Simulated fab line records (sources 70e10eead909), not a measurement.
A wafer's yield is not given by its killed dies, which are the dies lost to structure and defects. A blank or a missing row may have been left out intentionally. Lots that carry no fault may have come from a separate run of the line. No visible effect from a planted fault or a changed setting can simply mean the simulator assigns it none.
fab line records | flow nandHarc
[record] lots = 7 | wafers = 18 | lastDay = 33
route steps=1302 shown A_ONON_D1@430
lots untouched by any fault: they come from a run of this same line in which no faults occurred
startH: start of the lot's first displayed wafer, in hours after the record's first day | waitH: hours elapsed since this lot's preceding step | " identical to the entry in the row above | L1.1+2: a single row standing in for several wafers | - no value, or no start was given | * or withheld: withheld | < > ~ a bound
route shown NAME@n: names a module that has steps shown in the file, with the first one's number in the route | usual: mean/standard deviation taken from wafers without a fault | same: alike in all rows | chamber/n: place in a boat | sites: each site's reading | _std_site: standard deviation across them | _edge_site: mean of outer sites minus mean of inner sites | radiusMm: for every site, how far away it sits from the centre of the wafer | mask NAME#n: copy n | behind: tool/chamber where the wafer was last shaped | hold: what put the lot on hold/how long, in hours/how the hold closed | device: whichever transistor did not switch (one of n, p or np) | end of line: at the end of the route, the tests of the same wafers | a step given without rows: its recipe and nothing more | killed: dies that structure and defects cost at the first sort, which is not the same as the wafer's yield | map: per-die view of a wafer (x killed, . not killed, _ where there is no die)
set.NAME: the setting the step ran with; set.NAME@STEP: the setting that earlier step ran with | model.NAME: the simulator's own value behind a step, which no gauge read
lots at selected steps of the route; one table per step, one row per wafer
services: from which hour (startH, from the record's first day; less than 0 if before it) a tool's chamber was out of use, for how many hours, and why
[[steps]]
[step NHARC_A_ONON_D1_DEP_09]
[recipe] targetThkA = 10000 | n2FlowSccm = 2750 | n2oFlowSccm = 2000 | nh3FlowSccm = 500 | sih4FlowSccm = 210 | tempC = 400
[step NHARC_A_ONON_D1_THK_MEAS_11]
[recipe] thkMeasGauge = ellipsometry
[usual] thkNm = 1002/10
lot.wafer | tool         | chamber | startH | waitH | thkNm
L367.1    | filmMetro-02 | -       | 266.43 | -     | 985
L367.4    | "            | -       | "      | "     | 986
L367.5    | "            | -       | "      | "     | 986
L368.2    | filmMetro-01 | -       | 272.07 | -     | 1009
L368.5    | "            | -       | "      | "     | 1009
L368.6    | "            | -       | "      | "     | 1011
L371.1    | filmMetro-02 | -       | 315.15 | -     | 1014
L371.3    | "            | -       | "      | "     | 1012
L373.3    | filmMetro-02 | -       | 324.62 | -     | 1007
L373.4    | "            | -       | "      | "     | 1010
L374.3    | filmMetro-02 | -       | 333.88 | -     | 1006
L374.4    | "            | -       | "      | "     | 1005
L378.1    | filmMetro-02 | -       | 370.14 | -     | 1007
L378.3    | "            | -       | "      | "     | 1008
L378.4    | "            | -       | "      | "     | 1009
L380.1    | filmMetro-01 | -       | 389.93 | -     | 1011
L380.2    | "            | -       | "      | "     | 1009
L380.5    | "            | -       | "      | "     | 1010
[step NHARC_A_ONON_D1_DEP_12]
[recipe] targetThkA = 10000 | n2FlowSccm = 2750 | n2oFlowSccm = 2000 | nh3FlowSccm = 500 | sih4FlowSccm = 210 | tempC = 400
[step NHARC_A_ONON_D1_THK_MEAS_14]
[recipe] thkMeasGauge = ellipsometry
[usual] thkNm = 998/8.7
lot.wafer | tool         | chamber | startH | waitH | thkNm
L367.1    | filmMetro-02 | -       | 266.99 | -     | 1006
L367.4    | "            | -       | "      | "     | 1008
L367.5    | "            | -       | "      | "     | 1007
L368.2    | filmMetro-02 | -       | 272.64 | -     | 1008
L368.5    | "            | -       | "      | "     | 1005
L368.6    | "            | -       | "      | "     | 1004
L371.1    | filmMetro-02 | -       | 315.72 | -     | 1006
L371.3    | "            | -       | "      | "     | 1005
L373.3    | filmMetro-02 | -       | 325.19 | -     | 994
L373.4    | "            | -       | "      | "     | 992
L374.3    | filmMetro-02 | -       | 334.46 | -     | 995
L374.4    | "            | -       | "      | "     | 995
L378.1    | filmMetro-02 | -       | 370.70 | -     | 989
L378.3    | "            | -       | "      | "     | 989
L378.4    | "            | -       | "      | "     | 990
L380.1    | filmMetro-01 | -       | 390.50 | -     | 992
L380.2    | "            | -       | "      | "     | 994
L380.5    | "            | -       | "      | "     | 992
[step NHARC_A_ONON_D1_ANNEAL_15]
[recipe] tempC = 750 | timeS = 3600
[step NHARC_A_ONON_D1_DEP_16]
[recipe] targetThkA = 10000 | n2FlowSccm = 2750 | n2oFlowSccm = 2000 | nh3FlowSccm = 500 | sih4FlowSccm = 210 | tempC = 400
[step NHARC_A_ONON_D1_THK_MEAS_18]
[recipe] thkMeasGauge = ellipsometry
[usual] thkNm = 1000/11
lot.wafer | tool         | chamber | startH | waitH | thkNm
L367.1    | filmMetro-02 | -       | 275.04 | -     | 995
L367.4    | "            | -       | "      | "     | 997
L367.5    | "            | -       | "      | "     | 997
L368.2    | filmMetro-01 | -       | 280.75 | -     | 1012
L368.5    | "            | -       | "      | "     | 1009
L368.6    | "            | -       | "      | "     | 1009
L371.1    | filmMetro-02 | -       | 323.29 | -     | 1012
L371.3    | "            | -       | "      | "     | 1010
L373.3    | filmMetro-01 | -       | 332.88 | -     | 993
L373.4    | "            | -       | "      | "     | 993
L374.3    | filmMetro-01 | -       | 344.45 | -     | 980
L374.4    | "            | -       | "      | "     | 981
L378.1    | filmMetro-01 | -       | 378.50 | -     | 999
L378.3    | "            | -       | "      | "     | 997
L378.4    | "            | -       | "      | "     | 1000
L380.1    | filmMetro-01 | -       | 399.66 | -     | 988
L380.2    | "            | -       | "      | "     | 988
L380.5    | "            | -       | "      | "     | 989
[step NHARC_A_ONON_D1_DEP_19]
[recipe] targetThkA = 10000 | n2FlowSccm = 2750 | n2oFlowSccm = 2000 | nh3FlowSccm = 500 | sih4FlowSccm = 210 | tempC = 400
[step NHARC_A_ONON_D1_THK_MEAS_21]
[recipe] thkMeasGauge = ellipsometry
[usual] thkNm = 997/9.8
lot.wafer | tool         | chamber | startH | waitH | thkNm
L367.1    | filmMetro-01 | -       | 275.61 | -     | 1007
L367.4    | "            | -       | "      | "     | 1007
L367.5    | "            | -       | "      | "     | 1008
L368.2    | filmMetro-02 | -       | 281.32 | -     | 1000
L368.5    | "            | -       | "      | "     | 1001
L368.6    | "            | -       | "      | "     | 1002
L371.1    | filmMetro-02 | -       | 323.86 | -     | 1007
L371.3    | "            | -       | "      | "     | 1007
L373.3    | filmMetro-01 | -       | 333.45 | -     | 996
L373.4    | "            | -       | "      | "     | 995
L374.3    | filmMetro-01 | -       | 345.01 | -     | 991
L374.4    | "            | -       | "      | "     | 991
L378.1    | filmMetro-01 | -       | 379.06 | -     | 983
L378.3    | "            | -       | "      | "     | 982
L378.4    | "            | -       | "      | "     | 981
L380.1    | filmMetro-01 | -       | 400.22 | -     | 1008
L380.2    | "            | -       | "      | "     | 1007
L380.5    | "            | -       | "      | "     | 1007
[step NHARC_A_ONON_D1_DEP_22]
[recipe] targetThkA = 10000 | n2FlowSccm = 2750 | n2oFlowSccm = 2000 | nh3FlowSccm = 500 | sih4FlowSccm = 210 | tempC = 400
[step NHARC_A_ONON_D1_THK_MEAS_24]
[recipe] thkMeasGauge = ellipsometry
[usual] thkNm = 1002/8.5
lot.wafer | tool         | chamber | startH | waitH | thkNm
L367.1    | filmMetro-01 | -       | 276.17 | -     | 1002
L367.4    | "            | -       | "      | "     | 1003
L367.5    | "            | -       | "      | "     | 1003
L368.2    | filmMetro-01 | -       | 281.88 | -     | 988
L368.5    | "            | -       | "      | "     | 988
L368.6    | "            | -       | "      | "     | 987
L371.1    | filmMetro-02 | -       | 324.42 | -     | 988
L371.3    | "            | -       | "      | "     | 989
L373.3    | filmMetro-01 | -       | 334.01 | -     | 997
L373.4    | "            | -       | "      | "     | 997
L374.3    | filmMetro-01 | -       | 345.58 | -     | 997
L374.4    | "            | -       | "      | "     | 996
L378.1    | filmMetro-01 | -       | 379.63 | -     | 1018
L378.3    | "            | -       | "      | "     | 1018
L378.4    | "            | -       | "      | "     | 1020
L380.1    | filmMetro-02 | -       | 400.79 | -     | 988
L380.2    | "            | -       | "      | "     | 991
L380.5    | "            | -       | "      | "     | 988
[step NHARC_A_ONON_D1_DEP_25]
[recipe] targetThkA = 10000 | n2FlowSccm = 2750 | n2oFlowSccm = 2000 | nh3FlowSccm = 500 | sih4FlowSccm = 210 | tempC = 400
lot.wafer  | tool         | chamber | startH | waitH
L367.1+4+5 | pecvdOnon-02 | 0       | 276.22 | 0.1
L368.2+5+6 | pecvdOnon-03 | 0       | 282.00 | 0.1
L371.1+3   | pecvdOnon-02 | 0       | 324.47 | 0.1
L373.3+4   | pecvdOnon-02 | 0       | 334.18 | 0.2
L374.3+4   | pecvdOnon-02 | 0       | 345.75 | 0.2
L378.1+3+4 | pecvdOnon-01 | 0       | 379.68 | 0.1
L380.1+2+5 | pecvdOnon-03 | 0       | 400.85 | 0.1
[step NHARC_A_ONON_D1_THK_MEAS_27]
[recipe] thkMeasGauge = ellipsometry
[usual] thkNm = 1000/9.3
lot.wafer | tool         | chamber | startH | waitH | thkNm
L367.1    | filmMetro-01 | -       | 276.74 | -     | 989
L367.4    | "            | -       | "      | "     | 989
L367.5    | "            | -       | "      | "     | 990
L368.2    | filmMetro-01 | -       | 282.45 | -     | 1011
L368.5    | "            | -       | "      | "     | 1012
L368.6    | "            | -       | "      | "     | 1010
L371.1    | filmMetro-01 | -       | 324.99 | -     | 562
L371.3    | "            | -       | "      | "     | 1008
L373.3    | filmMetro-02 | -       | 334.57 | -     | 999
L373.4    | "            | -       | "      | "     | 551
L374.3    | filmMetro-02 | -       | 346.15 | -     | 1016
L374.4    | "            | -       | "      | "     | 569
L378.1    | filmMetro-01 | -       | 380.19 | -     | 1003
L378.3    | "            | -       | "      | "     | 1003
L378.4    | "            | -       | "      | "     | 1002
L380.1    | filmMetro-02 | -       | 401.35 | -     | 983
L380.2    | "            | -       | "      | "     | 983
L380.5    | "            | -       | "      | "     | 980
[step NHARC_A_ONON_D1_DEP_28]
[recipe] targetThkA = 10000 | n2FlowSccm = 2750 | n2oFlowSccm = 2000 | nh3FlowSccm = 500 | sih4FlowSccm = 210 | tempC = 400
[[services]]
tool         | chamber | startH | hours | kind
pecvdOnon-01 | -       | 267.03 | 2.0   | repair
pecvdOnon-01 | -       | 269.40 | 13.0  | pm
pecvdOnon-02 | -       | 366.76 | 13.0  | pm
[[key]]
[firstSign] step = NHARC_A_ONON_D1_THK_MEAS_27 | reading = thkNm | direction = down | sigmas = 47 | usual = 1000 | struck = 561
effect none on later readings
metAt NHARC_A_ONON_D1_DEP_25
struckWafers L371.1,L373.4,L374.4
laterRowsLeftOut L371.1,L373.4,L374.4
sortLeftOut L371.1,L373.4,L374.4
testerLeftOut L371,L373,L374
onsetBetween 276.22 324.47
[fault] kind = processParameterDrift | tool = pecvdOnon-02 | chamber = - | onsetH = 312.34 | steps = NHARC_A_ONON_D1_DEP_25 | channel = targetThkA | offset = * | shape = step | endH = 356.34 | scope = struckWafersOnly | actsIn = * | stated = *
// testerLeftOut: of these lots the tester's yield and bins aren't shown, on N5 and GAA mostly nor the transistor test; their killed dies are dies lost to structure and defects alone, not to doping, threshold or leakage, so they don't give the yield
// sortLeftOut: the simulated sort isn't trusted on such a fault, so these wafers' sort isn't shown, and their yield isn't known
// laterRowsLeftOut: the simulator's readings of these wafers behind a module that went badly wrong aren't trusted and aren't shown, but for the sort
